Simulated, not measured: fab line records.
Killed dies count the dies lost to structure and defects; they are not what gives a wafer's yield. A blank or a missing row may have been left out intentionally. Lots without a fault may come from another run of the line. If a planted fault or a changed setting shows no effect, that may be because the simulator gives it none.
Which tool is to blame? + flow nand harc + 14 lots, 42 wafers sampled, at 3 steps of a route of 1302

## WHAT THE GAUGES READ, wafer by wafer
NHARC_A_CHANNEL_FILL_D2_THK_MEAS_06: measures by ellipsometry. Usual: 4.9 nm for thk nm, sd 0.97.
| lot  | measured     | on            | thk nm (nm) | flag |
|------|--------------|---------------|-------------|------|
| L819 | day 15 19:27 | film metro-02 | 5.7 5.8 5.2 |      |
| L821 | day 16 19:25 | film metro-01 | 5.0 4.9 4.8 |      |
| L825 | day 18 16:38 | film metro-02 | 5.7 4.6 4.6 |      |
| L827 | day 19 03:26 | film metro-01 | 3.3 5.9 3.9 |      |
| L831 | day 20 22:28 | film metro-01 | 5.3 3.9 4.4 |      |
| L832 | day 20 22:27 | film metro-02 | 4.3 6.2 4.7 |      |
| L830 | day 20 22:27 | film metro-01 | 4.0 4.1 4.7 |      |
| L833 | day 21 17:25 | film metro-01 | 5.8 5.7 4.5 |      |
| L834 | day 22 08:35 | film metro-01 | 6.0 5.9 5.4 |      |
| L835 | day 22 16:45 | film metro-02 | 3.9 5.3 4.5 |      |
| L836 | day 22 20:38 | film metro-01 | 4.0 5.0 5.1 |      |
| L837 | day 23 13:25 | film metro-02 | 5.6 4.7 4.4 |      |
| L839 | day 23 22:01 | film metro-01 | 3.6 3.5 5.8 |      |
| L838 | day 24 05:03 | film metro-02 | 5.4 7.5 4.1 |      |

## TOOL THAT RAN EACH LOT (tool first, then ch and the chambers of the sampled wafers, then the start)
| lot  | NHARC_A_CHANNEL_HOLE_D2_STRIP_28              | NHARC_A_CHANNEL_FILL_D2_ALD_15                 |
|------|-----------------------------------------------|------------------------------------------------|
| L819 | rie diel-03 ch 0,3, day 15 19:27 or earlier   | ald sin batch-01 ch 0, day 15 19:27 or earlier |
| L821 | rie diel-04 ch 1,2,3, day 16 19:25 or earlier | ald sin batch-02 ch 0, day 16 19:25 or earlier |
| L825 | rie diel-04 ch 0,1,3, day 18 16:38 or earlier | ald sin batch-01 ch 0, day 18 16:38 or earlier |
| L827 | rie diel-04 ch 0,3, day 17 21:35 or earlier   | ald sin batch-01 ch 0, day 17 21:35            |
| L831 | rie diel-12 ch 1,2,3, day 20 22:28 or earlier | ald sin batch-02 ch 0, day 20 22:28 or earlier |
| L832 | rie diel-04 ch 1,2, day 20 22:27 or earlier   | ald sin batch-02 ch 0, day 20 22:27 or earlier |
| L830 | rie diel-12 ch 1,2,3, day 20 22:27 or earlier | ald sin batch-02 ch 0, day 20 22:27 or earlier |
| L833 | rie diel-04 ch 2,3, day 21 17:25 or earlier   | ald sin batch-03 ch 0, day 21 17:25 or earlier |
| L834 | rie diel-04 ch 0,1,2, day 22 08:35 or earlier | ald sin batch-01 ch 0, day 22 08:35 or earlier |
| L835 | rie diel-12 ch 0,2,3, day 22 16:45 or earlier | ald sin batch-02 ch 0, day 22 16:45 or earlier |
| L836 | rie diel-03 ch 1,3, day 22 20:38 or earlier   | ald sin batch-03 ch 0, day 22 20:38 or earlier |
| L837 | rie diel-04 ch 0,3, day 23 13:25 or earlier   | ald sin batch-03 ch 0, day 23 13:25 or earlier |
| L839 | rie diel-12 ch 1,2,3, day 23 22:01 or earlier | ald sin batch-03 ch 0, day 23 22:01 or earlier |
| L838 | rie diel-03 ch 2,3, day 24 05:03 or earlier   | ald sin batch-02 ch 0, day 24 05:03 or earlier |
- NHARC_A_CHANNEL_HOLE_D2_STRIP_28: strips in O2.
- NHARC_A_CHANNEL_FILL_D2_ALD_15: deposits SiNx, target thk 2 nm, pulse time 60 s, ald cycles 19.

## WHAT THE TOOLS THEMSELVES READ (means of the sampled wafers that have a number; where no wafer has one, the mark that the record gives instead)
NHARC_A_CHANNEL_HOLE_D2_STRIP_28. Usual: drypump motor current A 5.9 A, standard deviation 0.38; oes product au 0.998 a.u., standard deviation 0.0066; rf vpp V 57.4 V, standard deviation 0.85; showerhead plenum p Torr 3.44 Torr, standard deviation 0.098; throttle valve pct 17.037 %, standard deviation 0.0093.
| lot  | tool        | drypump motor current A (A) | oes product au (a.u.) | rf vpp V (V) | showerhead plenum p Torr (Torr) | throttle valve pct (%) | flag |
|------|-------------|-----------------------------|-----------------------|--------------|---------------------------------|------------------------|------|
| L819 | rie diel-03 | 6.0                         | 1.000                 | 56.9         | 3.38                            | 17.033                 |      |
| L821 | rie diel-04 | 5.7                         | 0.996                 | 58.2         | 3.41                            | 17.041                 |      |
| L825 | rie diel-04 | 5.7                         | 1.001                 | 57.7         | 3.39                            | 17.037                 |      |
| L827 | rie diel-04 | 5.8                         | 1.002                 | 57.5         | 3.37                            | 17.036                 |      |
| L831 | rie diel-12 | 6.2                         | 1.008                 | 57.5         | 3.61                            | 17.044                 |      |
| L832 | rie diel-04 | 5.8                         | 0.996                 | 57.5         | 3.43                            | 17.035                 |      |
| L830 | rie diel-12 | 6.2                         | 1.000                 | 58.2         | 3.61                            | 17.043                 |      |
| L833 | rie diel-04 | 5.6                         | 0.992                 | 57.1         | 3.39                            | 17.027                 |      |
| L834 | rie diel-04 | 5.8                         | 0.997                 | 56.9         | 3.40                            | 17.034                 |      |
| L835 | rie diel-12 | 5.7                         | 0.990                 | 58.0         | 3.57                            | 17.040                 |      |
| L836 | rie diel-03 | 6.2                         | 0.999                 | 56.5         | 3.39                            | 17.036                 |      |
| L837 | rie diel-04 | 5.7                         | 0.996                 | 57.2         | 3.37                            | 17.041                 |      |
| L839 | rie diel-12 | 6.2                         | 1.001                 | 57.8         | 3.60                            | 17.038                 |      |
| L838 | rie diel-03 | 5.8                         | 0.995                 | 56.7         | 3.33                            | 17.040                 |      |

NHARC_A_CHANNEL_FILL_D2_ALD_15. Usual: 1.002 for precursor pulse height rel, sd 0.021.
| lot  | tool             | precursor pulse height rel | flag |
|------|------------------|----------------------------|------|
| L819 | ald sin batch-01 | 0.984                      |      |
| L821 | ald sin batch-02 | 0.997                      |      |
| L825 | ald sin batch-01 | 0.995                      |      |
| L827 | ald sin batch-01 | 1.009                      |      |
| L831 | ald sin batch-02 | 1.012                      |      |
| L832 | ald sin batch-02 | 1.031                      |      |
| L830 | ald sin batch-02 | 1.000                      |      |
| L833 | ald sin batch-03 | 1.014                      |      |
| L834 | ald sin batch-01 | 1.004                      |      |
| L835 | ald sin batch-02 | 1.013                      |      |
| L836 | ald sin batch-03 | 0.998                      |      |
| L837 | ald sin batch-03 | 1.002                      |      |
| L839 | ald sin batch-03 | 0.995                      |      |
| L838 | ald sin batch-02 | 0.992                      |      |

## THE ANSWER, worked out from the rows above alone
Rule: a lot counts as off when the mean over its wafers that have a number is more than 3 standard deviations away from the usual mean. A lot without any number at a reading at which 4 lots or more have one is off too. Any other lot the step has rows for is counted as sound. Order of review: gauges by route order, followed by the tools' own readings, for which a lot's mean as printed above is used. At the first step where some lot is off, the reading lying furthest off is the one used; lots without a number count as furthest.
Across all readings shown, no lot is off: no conclusion can be drawn from this.

## WHAT THE SIMULATOR PUT IN
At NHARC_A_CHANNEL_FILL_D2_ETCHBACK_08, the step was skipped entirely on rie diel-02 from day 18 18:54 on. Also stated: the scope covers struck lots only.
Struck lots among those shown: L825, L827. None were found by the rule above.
